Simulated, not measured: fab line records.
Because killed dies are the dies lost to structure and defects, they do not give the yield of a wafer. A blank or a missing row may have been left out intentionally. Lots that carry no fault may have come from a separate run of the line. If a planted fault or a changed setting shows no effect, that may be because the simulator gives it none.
fab line records	flow n5Finfet
record: lots: 12	wafers: 30	lastDay: 17
route steps=1938 shown BEOL_M3@1007 BEOL_M4@1111 PASSIVATION@1936
lots untouched by any fault: they come from a run of this same line in which no faults occurred
startH: hours from the record's opening day to when the first of the lot's shown wafers began	waitH: hours since the lot's step before	" identical to the entry in the row above	L1.1+2: one row covering several wafers at once	- no value, or no start given	* or withheld: withheld	< > ~ a bound
route shown NAME@n: names a module that has steps shown in the file, with the first one's number in the route	usual: mean and standard deviation over wafers with no fault	same: alike in all rows	chamber/n: place in a boat	sites: the reading at each site	_std_site: how widely they spread, as a standard deviation	_edge_site: mean of outer sites minus mean of inner sites	radiusMm: how far each site lies from the wafer's centre	mask NAME#n: copy n	behind: the tool/chamber that last shaped the wafer	hold: why the lot went on hold/how many hours it stayed there/how the hold came to an end	device: the n, p or np transistor that did not switch	end of line: the route-end tests of the same wafers	a step with no rows: only its recipe	killed: dies lost to structure and defects at the first sort, not the wafer's yield	map: per-die view of a wafer (x killed, . not killed, _ where there is no die)
set.NAME: setting as actually run; set.NAME@STEP: the setting as run at that earlier step	model.NAME: the simulator's own value behind a step, which no gauge read
steps of the route over a sample of lots; a table a step, a row a wafer
services: when a tool's chamber went out of use (startH, in hours from the record's first day, below 0 if earlier), for how many hours, and the reason
== steps ==
step: N5_BEOL_M3_ANNEAL_93
recipe: tempC: 400	timeS: 240	ambient: vacuum
usual: heaterPowerW: 813/89	susceptor_temp_C_max: 401.0/0.35
lot.wafer	tool	chamber	startH	waitH	heaterPowerW	susceptor_temp_C_max
L962.1	pvdSputter-02	-	153.47	0.0	717	400.6
L962.2	"	-	"	"	718	401.2
L963.2	pvdSputter-02	-	156.07	0.0	840	400.9
L963.3	"	-	"	"	705	400.8
L963.6	"	-	"	"	697	400.1
L964.1	pvdSputter-03	-	160.42	0.0	962	400.7
L964.3	"	-	"	"	872	400.3
L966.1	pvdSputter-01	-	190.08	0.0	882	401.0
L966.2	"	-	"	"	774	400.9
L966.5	"	-	"	"	884	400.7
L968.1	pvdSputter-02	-	194.75	0.0	708	400.4
L968.2	"	-	"	"	860	401.0
L968.6	"	-	"	"	778	401.0
L969.3	pvdSputter-01	-	198.00	0.0	868	401.0
L969.4	"	-	"	"	805	400.6
L970.1	pvdSputter-01	-	209.03	0.0	1001	400.6
L970.3	"	-	"	"	769	400.4
L977.3	pvdSputter-02	-	259.53	0.0	713	401.5
L977.4	"	-	"	"	709	400.8
L977.5	"	-	"	"	722	401.3
L978.2	pvdSputter-02	-	263.83	0.0	697	400.5
L978.5	"	-	"	"	716	400.7
L978.6	"	-	"	"	847	401.0
L982.2	pvdSputter-03	-	282.31	0.0	938	400.4
L982.5	"	-	"	"	864	401.2
L983.4	pvdSputter-01	-	284.51	0.0	984	400.9
L983.6	"	-	"	"	974	400.8
L985.1	pvdSputter-01	-	298.79	0.0	758	400.6
L985.3	"	-	"	"	704	400.5
L985.4	"	-	"	"	985	400.7
step: N5_BEOL_M3_ECD_50
recipe: material: Cu	targetThkA: 3000
lot.wafer	tool	chamber	startH	waitH
L962.1+2	ecdCu-01	1,0	153.95	0.1
L963.2+3+6	ecdCu-02	1,0,0	156.55	0.1
L964.1+3	ecdCu-01	1	160.90	0.1
L966.1+2+5	ecdCu-02	0,1,1	190.56	0.1
L968.1+2+6	ecdCu-02	1,0,1	195.22	0.1
L969.3+4	ecdCu-01	0,1	198.50	0.1
L970.1+3	ecdCu-01	1	209.50	0.1
L977.3+4+5	ecdCu-01	0,1,0	260.02	0.1
L978.2+5+6	ecdCu-01	1,1,0	264.30	0.1
L982.2+5	ecdCu-02	1	282.79	0.1
L983.4+6	ecdCu-02	1,0	285.00	0.1
L985.1+3+4	ecdCu-02	0,0,1	299.27	0.1
step: N5_BEOL_M3_CMP_52
recipe: stopOn: SiOC	tOverpolishS: 6.8	downForcePsi: 1	platenRpm: 50	clearingPlatenDownForcePsi: 1.5	clearingPlatenRpm: 50	postCmpClean: cuAlkaline	targetThkNm: 40	clearingPlatenPadVelocityMS: 0.99484	padVelocityMS: 0.99484
usual: motorCurrentA: 6.6/0.8	timeToEndpointS: 64/3.4
lot.wafer	tool	chamber	startH	waitH	motorCurrentA	timeToEndpointS
L962.2	cmp-03	2	154.33	0.2	5.5	62
L962.1	"	0	"	"	5.9	64
L963.3	cmp-01	0	156.93	0.2	7.7	62
L963.2	"	2	"	"	6.4	62
L963.6	"	1	"	"	7.3	63
L964.3	cmp-04	1	161.31	0.2	6.1	72
L964.1	"	3	"	"	7.6	63
L966.2	cmp-03	3	191.01	0.2	5.5	64
L966.1	"	2	"	"	5.7	64
L966.5	"	0	"	"	6.5	66
L968.1	cmp-04	3	195.64	0.3	7.7	63
L968.2	"	1	"	"	6.1	63
L968.6	"	2	"	"	6.3	66
L969.4	cmp-04	2	199.20	0.2	6.5	66
L969.3	"	3	"	"	7.8	61
L970.3	cmp-03	2	209.93	0.2	5.6	62
L970.1	"	3	"	"	5.5	64
L977.4	cmp-03	3	260.42	0.2	5.5	35
L977.3	"	1	"	"	7.9	60
L977.5	"	3	"	"	6.1	64
L978.2	cmp-04	2	264.68	0.2	6.8	69
L978.5	"	2	"	"	6.7	68
L978.6	"	3	"	"	7.3	34
L982.2	cmp-03	3	283.28	0.3	5.6	64
L982.5	"	1	"	"	7.7	58
L983.4	cmp-03	2	285.37	0.1	5.5	64
L983.6	"	2	"	"	5.4	60
L985.1	cmp-04	1	299.81	0.3	6.0	64
L985.4	"	2	"	"	6.4	65
L985.3	"	3	"	"	7.5	61
step: N5_BEOL_M3_PRE_CLEAN_60
recipe: gas: NH3/H2	timeS: 15	tempC: *	rfPowerW: 300
usual: heaterPowerW: 77/20
lot.wafer	tool	chamber	startH	waitH	heaterPowerW	sinceWetCleanH
L962.1	cvdCo-01	0	154.66	0.0	94	915
L962.2	"	2	"	"	57	455
L963.2	cvdCo-02	0	157.26	0.0	106	699
L963.3	"	2	"	"	96	239
L963.6	"	2	"	"	99	-
L964.1	cvdCo-01	2	161.60	0.0	56	462
L964.3	"	1	"	"	55	21
L966.1	cvdCo-01	2	191.34	0.0	56	492
L966.2	"	1	"	"	55	51
L966.5	"	2	"	"	58	-
L968.1	cvdCo-02	0	195.94	0.0	109	737
L968.2	"	1	"	"	79	1175
L968.6	"	2	"	"	99	-
L969.3	cvdCo-01	2	199.54	0.0	57	500
L969.4	"	0	"	"	94	-
L970.1	cvdCo-02	1	210.22	0.0	81	1189
L970.3	"	0	"	"	106	752
L977.3	cvdCo-01	2	260.71	0.0	57	561
L977.4	"	1	"	"	57	-
L977.5	"	0	"	"	93	-
L978.2	cvdCo-01	1	265.01	0.0	57	125
L978.5	"	1	"	"	56	-
L978.6	"	2	"	"	57	-
L982.2	cvdCo-02	0	283.59	0.1	107	825
L982.5	"	0	"	"	108	-
L983.4	cvdCo-01	1	285.72	0.1	57	-
L983.6	"	2	"	"	57	-
L985.1	cvdCo-01	0	300.11	0.0	97	1060
L985.3	"	1	"	"	55	160
L985.4	"	1	"	"	56	-
step: N5_BEOL_M3_RS_MEAS_58
recipe: thkMeasGauge: four-point-probe	reads: Co_of_BEOL_M3_CO_CAP_55+Cu_of_BEOL_M3_ECD_50+Co_of_BEOL_M3_CVD_47+TaN_of_BEOL_M3_ALD_84
usual: M3_RS: 0.65/0.036
lot.wafer	tool	chamber	startH	waitH	M3_RS[ohm/sq]
L962.1	filmMetro-02	-	154.88	0.0	0.73
L962.2	"	-	"	"	0.78
L963.2	filmMetro-02	-	157.48	0.1	0.70
L963.3	"	-	"	"	0.69
L963.6	"	-	"	"	0.63
L964.1	filmMetro-02	-	162.12	0.3	0.67
L964.3	"	-	"	"	0.69
L966.1	filmMetro-02	-	191.57	0.0	0.62
L966.2	"	-	"	"	0.66
L966.5	"	-	"	"	0.59
L968.1	filmMetro-02	-	196.16	0.1	0.65
L968.2	"	-	"	"	0.69
L968.6	"	-	"	"	0.59
L969.3	filmMetro-02	-	199.79	0.1	0.69
L969.4	"	-	"	"	0.59
L970.1	filmMetro-02	-	210.48	0.1	0.65
L970.3	"	-	"	"	0.66
L977.3	filmMetro-01	-	260.94	0.1	0.70
L977.4	"	-	"	"	0.62
L977.5	"	-	"	"	0.64
L978.2	filmMetro-02	-	265.24	0.1	0.65
L978.5	"	-	"	"	0.59
L978.6	"	-	"	"	0.67
L982.2	filmMetro-02	-	283.82	0.1	0.63
L982.5	"	-	"	"	0.68
L983.4	filmMetro-01	-	285.93	0.0	0.67
L983.6	"	-	"	"	0.68
L985.1	filmMetro-01	-	300.33	0.0	0.62
L985.3	"	-	"	"	0.69
L985.4	"	-	"	"	0.59
step: N5_BEOL_M4_RC_MEAS_101
usual: DIBL_N: 36.3/1.6	DIBL_P: 36.2/2	IOFF_N: 0.160/0.028	IOFF_P: 0.21/0.036	ION_N: 677/11	ION_P: 465/6.9	SS_N: 71.5/0.55	SS_P: 73.3/0.64	VT_N: 250/3	VT_P: -250/3.5
lot.wafer	tool	chamber	startH	waitH	DIBL_N[mV/V]	DIBL_P[mV/V]	IOFF_N[nA/um]	IOFF_P[nA/um]	ION_N[uA/um]	ION_P[uA/um]	SS_N[mV/dec]	SS_P[mV/dec]	VT_N[mV]	VT_P[mV]
L962.1	prober-01	0	164.88	0.0	40.7	40.5	0.246	0.30	688	472	71.9	73.7	243	-246
L962.2	"	0	"	"	39.1	38.7	0.186	0.25	671	466	72.2	74.2	247	-248
L963.2	prober-02	0	168.04	0.2	35.3	35.1	0.145	0.20	682	464	70.8	72.4	250	-248
L963.3	"	0	"	"	36.1	35.6	0.159	0.21	679	471	70.7	72.5	248	-247
L963.6	"	0	"	"	36.5	36.0	0.167	0.22	675	462	70.7	72.9	249	-251
L964.1	prober-01	0	172.22	0.0	32.7	32.0	0.112	0.15	668	454	70.4	72.0	253	-257
L964.3	"	0	"	"	35.3	35.6	0.149	0.19	671	462	71.5	72.9	249	-253
L966.1	prober-01	0	200.16	0.0	33.3	33.7	0.114	0.15	660	456	70.6	72.6	256	-255
L966.2	"	0	"	"	34.5	34.8	0.136	0.17	679	470	70.5	72.8	255	-252
L966.5	"	0	"	"	34.5	33.9	0.139	0.16	669	457	71.2	73.1	252	-254
L968.1	prober-01	0	204.48	0.0	37.1	36.7	0.159	0.21	679	467	72.0	73.0	250	-252
L968.2	"	0	"	"	37.2	35.5	0.166	0.20	671	459	72.2	72.8	247	-250
L968.6	"	0	"	"	36.6	35.7	0.150	0.19	683	461	71.2	72.2	249	-250
L969.3	prober-01	0	209.69	0.3	37.7	40.4	0.219	0.27	702	478	71.6	74.7	243	-248
L969.4	"	0	"	"	35.0	36.8	0.160	0.20	675	459	71.2	72.7	250	-252
L970.1	prober-01	0	222.86	0.0	34.8	33.0	0.131	0.20	651	456	71.4	72.0	253	-250
L970.3	"	0	"	"	36.5	35.5	0.164	0.24	671	465	71.7	73.1	249	-245
L977.3	prober-01	0	275.85	0.3	39.2	41.0	0.242	0.30	688	471	72.4	74.4	243	-245
L977.4	"	0	"	"	36.6	37.4	0.177	0.23	682	470	72.3	73.9	247	-248
L977.5	"	0	"	"	36.7	37.9	0.181	0.24	679	469	72.8	73.5	247	-246
L978.2	prober-01	0	277.53	0.2	35.6	35.3	0.145	0.19	679	464	71.6	72.9	250	-253
L978.5	"	0	"	"	36.2	35.9	0.151	0.20	674	459	71.7	73.0	250	-252
L978.6	"	0	"	"	33.8	34.1	0.119	0.16	669	461	70.7	71.9	253	-253
L982.2	prober-01	0	300.23	0.2	33.4	31.5	0.118	0.16	669	455	71.0	72.4	252	-255
L982.5	"	0	"	"	32.2	30.3	0.107	0.15	668	461	69.9	72.7	255	-254
L983.4	prober-02	0	300.57	0.5	34.3	34.8	0.135	0.20	665	463	71.1	73.0	251	-249
L983.6	"	0	"	"	34.5	34.4	0.128	0.18	665	462	70.9	73.1	253	-252
L985.1	prober-02	0	309.49	0.0	36.5	36.4	0.155	0.19	671	453	72.0	73.5	250	-254
L985.3	"	0	"	"	35.6	35.2	0.144	0.16	678	456	71.4	73.4	251	-257
L985.4	"	0	"	"	36.0	35.8	0.139	0.17	670	452	71.6	73.5	249	-253
step: N5_PASSIVATION_PROBE_49
usual: defectLimitedYield: 91.2/1.5	killed_at_M0_to_M3: 36/10	killed_at_M4_up: 13/6	killedAtContacts: 11/5.2	killedAtFrontEnd: 40/11	killedAtOther: 3.1/2.9	killedDies: 104/17	killedOpen: 66/12	killedShort: 34/7.7	sort_bin_5_function: 5.1/0.91	sort_bin_6_memory: 3.2/0.67	sortNPass: 1076/17	sortYieldPct: 91.2/1.5
same: grossDies: 1180	killedAtBackSide: 0	sort_bin_4_leakage[%]: 0	sort_bin_8_speed[%]: 0
lot.wafer	tool	chamber	startH	waitH	defectLimitedYield[%]	killed_at_M0_to_M3	killed_at_M4_up	killedAtContacts	killedAtFrontEnd	killedAtOther	killedDies	killedOpen	killedShort	sort_bin_5_function[%]	sort_bin_6_memory[%]	sortNPass	sortYieldPct[%]
L963.2	prober-01	-	272.63	0.1	88.9	26	21	14	61	9	131	85	36	6.3	3.6	1049	88.9
L963.3	prober-01	-	272.68	0.1	88.7	56	14	13	44	6	133	70	54	5.8	4.4	1047	88.7
L963.6	prober-01	-	272.83	0.3	92.8	18	7	19	39	2	85	42	34	3.3	2.7	1095	92.8
L964.1	prober-01	-	282.10	0.0	92.6	24	8	11	42	2	87	62	25	4.7	2.4	1093	92.6
L964.3	prober-01	-	282.20	0.1	92.5	35	8	8	31	6	88	49	36	4.3	2.8	1092	92.5
L962.1	prober-02	-	283.88	0.0	89.1	59	13	3	52	2	129	82	46	5.8	4.7	1051	89.1
L962.2	prober-02	-	283.93	0.1	88.3	59	16	10	51	2	138	90	43	6.5	4.6	1042	88.3
L966.1	prober-01	-	301.01	0.3	91.7	37	23	11	18	9	98	69	24	4.5	3.3	1082	91.7
L966.2	prober-01	-	301.06	0.3	91.8	36	20	14	20	7	97	74	23	4.6	3.5	1083	91.8
L966.5	prober-01	-	301.21	0.5	88.9	46	22	9	43	11	131	84	37	5.8	4.3	1049	88.9
L968.1	prober-02	-	302.56	0.0	88.6	46	12	16	51	9	134	76	52	6.4	4.2	1046	88.6
L968.2	prober-02	-	302.61	0.1	91.0	32	11	22	38	3	106	69	34	5.7	3.2	1074	91.0
L968.6	prober-02	-	302.81	0.3	90.7	42	15	10	43	0	110	65	42	5.2	3.7	1070	90.7
L969.3	prober-01	-	310.75	0.1	89.7	35	11	21	50	5	122	77	42	5.6	4.2	1058	89.7
L969.4	prober-01	-	310.80	0.2	91.9	43	7	16	26	4	96	60	34	4.8	3.0	1084	91.9
L970.1	prober-02	-	327.20	0.1	91.4	35	17	12	34	4	102	64	35	4.7	3.6	1078	91.4
L970.3	prober-02	-	327.30	0.2	91.9	38	10	7	38	2	95	58	35	4.7	3.1	1085	91.9
L977.3	prober-01	-	378.28	0.1	93.4	34	4	7	32	1	78	56	20	2.9	3.6	1102	93.4
L977.4	prober-01	-	378.33	0.2	91.3	37	7	9	46	4	103	63	31	5.0	2.8	1077	91.3
L977.5	prober-01	-	378.38	0.2	89.4	53	13	15	42	2	125	62	55	5.9	3.9	1055	89.4
L978.2	prober-01	-	380.20	0.1	90.8	36	8	17	46	1	108	65	42	5.4	3.6	1072	90.8
L978.5	prober-01	-	380.35	0.2	91.9	36	8	9	42	1	96	69	25	4.7	3.1	1084	91.9
L978.6	prober-01	-	380.40	0.3	90.5	31	7	17	56	1	112	70	33	4.6	3.9	1068	90.5
L983.4	prober-02	-	403.17	0.2	90.8	33	33	7	36	0	109	77	31	5.1	4.1	1071	90.8
L983.6	prober-02	-	403.27	0.3	91.2	34	18	8	44	0	104	71	24	4.9	2.7	1076	91.2
L982.2	prober-01	-	403.92	0.1	88.7	38	25	20	50	0	133	91	38	7.0	4.0	1047	88.7
L982.5	prober-01	-	404.07	0.2	90.8	32	21	2	49	5	109	73	32	5.1	3.9	1071	90.8
L985.1	prober-01	-	417.80	0.0	92.0	37	13	11	27	6	94	55	33	5.3	2.5	1086	92.0
L985.3	prober-01	-	417.90	0.1	90.2	55	12	9	34	6	116	72	41	6.2	3.5	1064	90.2
L985.4	prober-01	-	417.95	0.2	90.9	44	12	13	32	6	107	65	31	5.0	3.4	1073	90.9
killed by level:class
L963.2 FIN_SAQP:geometricParticle:open=22 MOL_CONTACT_COAG:geometricParticle:open=12 HKMG_FIN:areaEtch=9 BEOL_M0_SAQP:geometricParticle:open=6 BEOL_M1:geometricParticle:short=6 DUMMY_GATE:geometricParticle:open=5 PAD_METAL:geometricParticle:open=5 BEOL_M1:geometricParticle:open=4
L963.3 BEOL_M0_SAQP:geometricParticle:open=16 BEOL_M0_SAQP:geometricParticle:short=13 GATE_CUT:geometricParticle:short=10 MOL_CONTACT_COAG:geometricParticle:open=9 BEOL_M2:geometricParticle:open=9 HKMG_FIN:areaEtch=9 BEOL_M1:geometricParticle:short=7 FIN_SAQP:geometricParticle:open=6
L963.6 MOL_CONTACT_COAG:geometricParticle:open=11 HKMG_FIN:areaEtch=8 MOL_CONTACT_COAG:geometricParticle:short=7 BEOL_M0_SAQP:geometricParticle:short=6 BEOL_M0_SAQP:geometricParticle:open=6 FIN_SAQP:geometricParticle:open=5 STI_FIN_REVEAL:geometricParticle:open=5 GATE_CUT:geometricParticle:short=4
L964.1 FIN_SAQP:geometricParticle:open=16 MOL_CONTACT_COAG:geometricParticle:open=8 BEOL_M0_SAQP:geometricParticle:open=8 STI_FIN_REVEAL:geometricParticle:open=7 BEOL_M1:geometricParticle:open=7 FIN_SAQP:geometricParticle:short=4 BEOL_M3:geometricParticle:open=4 STARTING-WAFER:geometricParticle:short=4
L964.3 BEOL_M0_SAQP:geometricParticle:open=9 FIN_SAQP:geometricParticle:open=8 BEOL_M0:geometricParticle:short=8 MOL_CONTACT_COAG:geometricParticle:open=5 BEOL_M0_SAQP:geometricParticle:short=5 FIN_SAQP:geometricParticle:short=4 BEOL_M1:geometricParticle:open=4 STI_FIN_REVEAL:geometricParticle:open=4
L962.1 BEOL_M0_SAQP:geometricParticle:short=14 STI_FIN_REVEAL:geometricParticle:open=12 FIN_SAQP:geometricParticle:open=9 BEOL_M1:geometricParticle:open=9 BEOL_M2:geometricParticle:open=9 BEOL_M0_SAQP:geometricParticle:open=8 GATE_CUT:geometricParticle:short=7 GATE_CUT:geometricParticle:open=5
L962.2 STI_FIN_REVEAL:geometricParticle:open=17 BEOL_M0_SAQP:geometricParticle:open=12 BEOL_M3:geometricParticle:open=11 FIN_SAQP:geometricParticle:open=10 BEOL_M0_SAQP:geometricParticle:short=9 FIN_SAQP:geometricParticle:short=8 MOL_CONTACT_COAG:geometricParticle:open=8 GATE_CUT:geometricParticle:short=5
L966.1 BEOL_M1:geometricParticle:open=13 BEOL_M4:geometricParticle:open=10 MOL_CONTACT_COAG:geometricParticle:open=8 BEOL_M0:geometricParticle:open=7 STI_FIN_REVEAL:geometricParticle:open=6 BEOL_M0_SAQP:geometricParticle:open=6 BEOL_M4:geometricParticle:short=6 PASS1_CAP:geometricParticle:open=4
L966.2 BEOL_M4:geometricParticle:open=13 MOL_CONTACT_COAG:geometricParticle:open=12 BEOL_M0:geometricParticle:open=8 FIN_SAQP:geometricParticle:open=7 BEOL_M0_SAQP:geometricParticle:open=7 BEOL_M3:geometricParticle:open=7 BEOL_M0_SAQP:geometricParticle:short=5 FIN_SAQP:geometricParticle:short=4
L966.5 BEOL_M0_SAQP:geometricParticle:open=11 STI_FIN_REVEAL:geometricParticle:open=10 BEOL_M0_SAQP:geometricParticle:short=10 BEOL_M2:geometricParticle:open=10 BEOL_M4:geometricParticle:open=9 MOL_CONTACT_COAG:geometricParticle:open=7 BEOL_M3:geometricParticle:open=7 FIN_SAQP:geometricParticle:short=6
L968.1 BEOL_M0_SAQP:geometricParticle:short=16 BEOL_M0_SAQP:geometricParticle:open=11 FIN_SAQP:geometricParticle:short=10 STI_FIN_REVEAL:geometricParticle:open=10 MOL_CONTACT_COAG:geometricParticle:open=9 GATE_CUT:geometricParticle:short=8 BEOL_M0:geometricParticle:open=7 DUMMY_GATE:geometricParticle:open=6
L968.2 MOL_CONTACT_COAG:geometricParticle:open=20 FIN_SAQP:geometricParticle:short=10 STI_FIN_REVEAL:geometricParticle:open=9 BEOL_M2:geometricParticle:open=7 BEOL_M0_SAQP:geometricParticle:open=7 BEOL_M0_SAQP:geometricParticle:short=7 STI_FIN_REVEAL:geometricParticle:short=3 DUMMY_GATE:geometricParticle:short=3
L968.6 FIN_SAQP:geometricParticle:short=12 BEOL_M0_SAQP:geometricParticle:short=11 MOL_CONTACT_COAG:geometricParticle:open=10 BEOL_M0_SAQP:geometricParticle:open=9 BEOL_M1:geometricParticle:open=8 STI_FIN_REVEAL:geometricParticle:open=6 BEOL_M3:geometricParticle:open=6 BEOL_M4:geometricParticle:open=5
L969.3 FIN_SAQP:geometricParticle:short=25 MOL_CONTACT_COAG:geometricParticle:open=15 BEOL_M1:geometricParticle:open=12 FIN_SAQP:geometricParticle:open=7 STI_FIN_REVEAL:geometricParticle:open=7 BEOL_M3:geometricParticle:open=6 BEOL_M2:geometricParticle:open=5 MOL_CONTACT_COAG:geometricParticle:short=5
L969.4 MOL_CONTACT_COAG:geometricParticle:open=13 BEOL_M0_SAQP:geometricParticle:short=12 BEOL_M0_SAQP:geometricParticle:open=12 GATE_CUT:geometricParticle:open=7 BEOL_M3:geometricParticle:open=7 BEOL_M1:geometricParticle:short=5 FIN_SAQP:geometricParticle:open=4 DUMMY_GATE:geometricParticle:open=3
L970.1 STI_FIN_REVEAL:geometricParticle:open=16 MOL_CONTACT_COAG:geometricParticle:open=10 BEOL_M0_SAQP:geometricParticle:short=9 BEOL_M1:geometricParticle:open=7 BEOL_M0_SAQP:geometricParticle:open=5 BEOL_M2:geometricParticle:open=5 BEOL_M4:geometricParticle:open=5 BEOL_M1:geometricParticle:short=4
L970.3 BEOL_M0_SAQP:geometricParticle:open=11 ILD0:geometricParticle:open=9 BEOL_M1:geometricParticle:open=9 BEOL_M0_SAQP:geometricParticle:short=7 DUMMY_GATE:geometricParticle:open=5 ILD0:geometricParticle:short=5 MOL_CONTACT_COAG:geometricParticle:open=5 BEOL_M2:geometricParticle:short=5
L977.3 BEOL_M1:geometricParticle:open=11 FIN_SAQP:geometricParticle:open=6 DUMMY_GATE:geometricParticle:open=6 MOL_CONTACT_COAG:geometricParticle:open=6 BEOL_M0_SAQP:geometricParticle:short=6 BEOL_M0_SAQP:geometricParticle:open=6 BEOL_M3:geometricParticle:open=4 FIN_SAQP:geometricParticle:short=4
L977.4 BEOL_M0_SAQP:geometricParticle:short=10 BEOL_M0_SAQP:geometricParticle:open=10 MOL_CONTACT_COAG:geometricParticle:open=9 HKMG_FIN:areaEtch=8 FIN_SAQP:geometricParticle:short=7 DUMMY_GATE:geometricParticle:open=7 FIN_SAQP:geometricParticle:open=6 GATE_CUT:geometricParticle:open=5
L977.5 BEOL_M0_SAQP:geometricParticle:short=24 BEOL_M0_SAQP:geometricParticle:open=17 MOL_CONTACT_COAG:geometricParticle:open=8 FIN_SAQP:geometricParticle:open=7 MOL_CONTACT_COAG:geometricParticle:short=7 BEOL_M4:geometricParticle:open=7 HKMG_FIN:areaEtch=7 FIN_SAQP:geometricParticle:short=5
L978.2 MOL_CONTACT_COAG:geometricParticle:open=11 BEOL_M0_SAQP:geometricParticle:short=11 DUMMY_GATE:geometricParticle:open=10 FIN_SAQP:geometricParticle:short=9 GATE_CUT:geometricParticle:short=9 BEOL_M0_SAQP:geometricParticle:open=8 FIN_SAQP:geometricParticle:open=6 GATE_CUT:geometricParticle:open=6
L978.5 FIN_SAQP:geometricParticle:open=10 BEOL_M0_SAQP:geometricParticle:open=9 BEOL_M2:geometricParticle:open=9 MOL_CONTACT_COAG:geometricParticle:open=8 FIN_SAQP:geometricParticle:short=6 STI_FIN_REVEAL:geometricParticle:open=6 BEOL_M0:geometricParticle:open=5 STARTING-WAFER:geometricParticle:open=4
L978.6 MOL_CONTACT_COAG:geometricParticle:open=17 FIN_SAQP:geometricParticle:open=10 BEOL_M3:geometricParticle:open=10 STI_FIN_REVEAL:geometricParticle:open=8 GATE_CUT:geometricParticle:short=8 HKMG_FIN:areaEtch=8 BEOL_M2:geometricParticle:open=7 GATE_CUT:geometricParticle:open=6
L983.4 BEOL_M4:geometricParticle:open=21 BEOL_M0_SAQP:geometricParticle:open=9 FIN_SAQP:geometricParticle:open=8 GATE_CUT:geometricParticle:short=6 BEOL_M1:geometricParticle:open=6 STI_FIN_REVEAL:geometricParticle:open=5 MOL_CONTACT_COAG:geometricParticle:open=5 BEOL_M2:geometricParticle:open=5
L983.6 FIN_SAQP:geometricParticle:open=14 BEOL_M3:geometricParticle:open=11 BEOL_M4:geometricParticle:open=10 HKMG_FIN:areaEtch=9 MOL_CONTACT_COAG:geometricParticle:open=8 BEOL_M0_SAQP:geometricParticle:open=8 FIN_SAQP:geometricParticle:short=7 BEOL_M0_SAQP:geometricParticle:short=6
L982.2 FIN_SAQP:geometricParticle:open=13 BEOL_M4:geometricParticle:open=13 MOL_CONTACT_COAG:geometricParticle:open=12 BEOL_M1:geometricParticle:open=12 FIN_SAQP:geometricParticle:short=11 MOL_CONTACT_COAG:geometricParticle:short=7 BEOL_M0_SAQP:geometricParticle:open=6 SPACER0:geometricParticle:open=5
L982.5 FIN_SAQP:geometricParticle:open=19 FIN_SAQP:geometricParticle:short=12 BEOL_M0_SAQP:geometricParticle:open=9 BEOL_M4:geometricParticle:open=9 BEOL_M0_SAQP:geometricParticle:short=5 BEOL_M1:geometricParticle:open=5 BEOL_M4:geometricParticle:short=5 BEOL_M3:geometricParticle:open=4
L985.1 BEOL_M0_SAQP:geometricParticle:short=12 MOL_CONTACT_COAG:geometricParticle:open=9 BEOL_M0_SAQP:geometricParticle:open=9 STI_FIN_REVEAL:geometricParticle:open=6 BEOL_M3:geometricParticle:open=5 STARTING-WAFER:geometricParticle:open=4 FIN_SAQP:geometricParticle:short=3 SPACER0:geometricParticle:short=3
L985.3 BEOL_M0_SAQP:geometricParticle:short=23 BEOL_M0_SAQP:geometricParticle:open=17 FIN_SAQP:geometricParticle:open=9 MOL_CONTACT_COAG:geometricParticle:open=8 STI_FIN_REVEAL:geometricParticle:open=6 BEOL_M4:geometricParticle:open=6 FIN_SAQP:geometricParticle:short=5 BEOL_M2:geometricParticle:open=4
L985.4 BEOL_M0_SAQP:geometricParticle:open=12 MOL_CONTACT_COAG:geometricParticle:open=10 BEOL_M0_SAQP:geometricParticle:short=10 BEOL_M3:geometricParticle:open=8 FIN_SAQP:geometricParticle:short=6 FIN_SAQP:geometricParticle:open=6 BEOL_M4:geometricParticle:open=6 HKMG_FIN:areaEtch=6
== services ==
tool	chamber	startH	hours	kind
cmp-03	-	158.33	3.9	pm
cvdCo-01	0	163.50	9.1	repair
pvdSputter-03	-	169.46	17.4	repair
ecdCu-02	-	172.97	0.4	repair
ecdCu-01	-	175.74	4.4	pm
cmp-03	-	189.04	0.4	repair
cmp-03	-	195.48	1.7	repair
cmp-01	-	204.15	0.5	repair
ecdCu-02	-	206.87	0.3	repair
cmp-03	-	235.56	1.1	repair
cmp-03	-	243.89	5.3	pm
cmp-01	-	257.60	4.0	pm
cmp-01	-	261.60	-	consumableReplace:conditioner
cmp-01	-	261.60	-	consumableReplace:pad
pvdSputter-01	-	265.60	4.9	repair
cmp-01	-	294.79	0.3	repair
== key ==
firstSign: step: N5_BEOL_M3_CMP_52	reading: timeToEndpointS	direction: down	sigmas: 8.6	usual: *	struck: *
effect none on later readings
metAt N5_BEOL_M3_ECD_50
struckLots L977,L978
struckWafers L977.4,L978.6
notActingAt N5_BEOL_M3_ANNEAL_93,N5_BEOL_M3_PRE_CLEAN_60,N5_BEOL_M3_RS_MEAS_58
onsetBetween 209.50 260.02
fault: kind: processParameterDrift	tool: ecdCu-01	chamber: -	onsetH: 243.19	steps: N5_BEOL_M3_ECD_50	channel: targetThkA	offset: *	shape: step	endH: 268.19	scope: struckWafersOnly	actsIn: *	stated: *
